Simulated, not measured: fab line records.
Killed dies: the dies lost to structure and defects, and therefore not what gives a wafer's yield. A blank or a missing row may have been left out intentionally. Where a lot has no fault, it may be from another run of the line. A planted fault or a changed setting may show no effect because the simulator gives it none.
Matching of chambers / flow n5 finfet / rie diel-06 running N5_MIM_TOP_ETCH_STRIP_01: 4 sister chambers
The step strips in O2. 16 wafers are shown with their chamber, then 8 later ones without.

WAFERS WITH THEIR CHAMBER
wafer=L078.2; chamber=1; showerhead plenum p Torr (Torr)=2.04; throttle valve pct (%)=16.73; oes product au (a.u.)=0.84
wafer=L078.4; chamber=2; showerhead plenum p Torr (Torr)=2.11; throttle valve pct (%)=16.23; oes product au (a.u.)=0.89
wafer=L078.5; chamber=3; showerhead plenum p Torr (Torr)=2.02; throttle valve pct (%)=16.82; oes product au (a.u.)=0.74
wafer=L080.2; chamber=3; showerhead plenum p Torr (Torr)=2.02; throttle valve pct (%)=16.87; oes product au (a.u.)=0.73
wafer=L080.4; chamber=1; showerhead plenum p Torr (Torr)=2.04; throttle valve pct (%)=16.65; oes product au (a.u.)=0.86
wafer=L080.5; chamber=2; showerhead plenum p Torr (Torr)=2.11; throttle valve pct (%)=16.29; oes product au (a.u.)=0.90
wafer=L086.3; chamber=2; showerhead plenum p Torr (Torr)=2.11; throttle valve pct (%)=16.25; oes product au (a.u.)=0.87
wafer=L086.4; chamber=3; showerhead plenum p Torr (Torr)=2.02; throttle valve pct (%)=16.82; oes product au (a.u.)=0.74
wafer=L086.6; chamber=3; showerhead plenum p Torr (Torr)=2.02; throttle valve pct (%)=16.86; oes product au (a.u.)=0.73
wafer=L088.3; chamber=0; showerhead plenum p Torr (Torr)=2.23; throttle valve pct (%)=16.37; oes product au (a.u.)=0.89
wafer=L088.4; chamber=1; showerhead plenum p Torr (Torr)=2.04; throttle valve pct (%)=16.78; oes product au (a.u.)=0.82
wafer=L088.5; chamber=3; showerhead plenum p Torr (Torr)=2.02; throttle valve pct (%)=16.88; oes product au (a.u.)=0.72
wafer=L090.1; chamber=2; showerhead plenum p Torr (Torr)=2.11; throttle valve pct (%)=16.30; oes product au (a.u.)=0.87
wafer=L090.2; chamber=0; showerhead plenum p Torr (Torr)=2.22; throttle valve pct (%)=16.40; oes product au (a.u.)=0.89
wafer=L090.3; chamber=3; showerhead plenum p Torr (Torr)=2.01; throttle valve pct (%)=16.87; oes product au (a.u.)=0.70
wafer=L091.1; chamber=3; showerhead plenum p Torr (Torr)=2.01; throttle valve pct (%)=16.95; oes product au (a.u.)=0.72

SIGNATURES, as means of the wafers listed above
reading=showerhead plenum p Torr; chamber 0=2.2250; chamber 1=2.0400; chamber 2=2.1100; chamber 3=2.0171; scatter within a chamber=0.00401
reading=throttle valve pct; chamber 0=16.3850; chamber 1=16.7200; chamber 2=16.2675; chamber 3=16.8671; scatter within a chamber=0.0446
reading=oes product au; chamber 0=0.8900; chamber 1=0.8400; chamber 2=0.8825; chamber 3=0.7257; scatter within a chamber=0.0149
Rule: a wafer's distance from a chamber is the root of the sum, over the readings, of the square of ((its reading less the chamber's mean) divided by the reading's scatter). The wafer belongs to the nearest chamber; if the next one is less than 2 further off, it can't be placed. The scatter is the square root of a quotient: the sum, over the shown wafers, of each reading's squared deviation from its chamber's mean, divided by wafers minus chambers.

WAFERS WITHOUT THEIR CHAMBER
wafer=L091.5; showerhead plenum p Torr (Torr)=2.01; throttle valve pct (%)=16.88; oes product au (a.u.)=0.71
wafer=L091.6; showerhead plenum p Torr (Torr)=2.22; throttle valve pct (%)=16.40; oes product au (a.u.)=0.90
wafer=L095.1; showerhead plenum p Torr (Torr)=2.10; throttle valve pct (%)=16.32; oes product au (a.u.)=0.85
wafer=L095.4; showerhead plenum p Torr (Torr)=2.22; throttle valve pct (%)=16.39; oes product au (a.u.)=0.86
wafer=L095.6; showerhead plenum p Torr (Torr)=2.22; throttle valve pct (%)=16.37; oes product au (a.u.)=0.87
wafer=L097.2; showerhead plenum p Torr (Torr)=2.22; throttle valve pct (%)=16.44; oes product au (a.u.)=0.88
wafer=L097.5; showerhead plenum p Torr (Torr)=2.22; throttle valve pct (%)=16.40; oes product au (a.u.)=0.85
wafer=L097.6; showerhead plenum p Torr (Torr)=2.03; throttle valve pct (%)=16.85; oes product au (a.u.)=0.80

CHAMBER TAKEN BY EACH
wafer=L091.5; from the rows above=3; in truth=3
wafer=L091.6; from the rows above=0; in truth=0
wafer=L095.1; from the rows above=2; in truth=2
wafer=L095.4; from the rows above=0; in truth=0
wafer=L095.6; from the rows above=0; in truth=0
wafer=L097.2; from the rows above=0; in truth=0
wafer=L097.5; from the rows above=0; in truth=0
wafer=L097.6; from the rows above=can't be placed: 1 or 3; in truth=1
7 of 8 placed correctly. Unplaceable from these rows: 1, with the true chamber sitting among the candidates in 1. Number placed wrongly: 0.
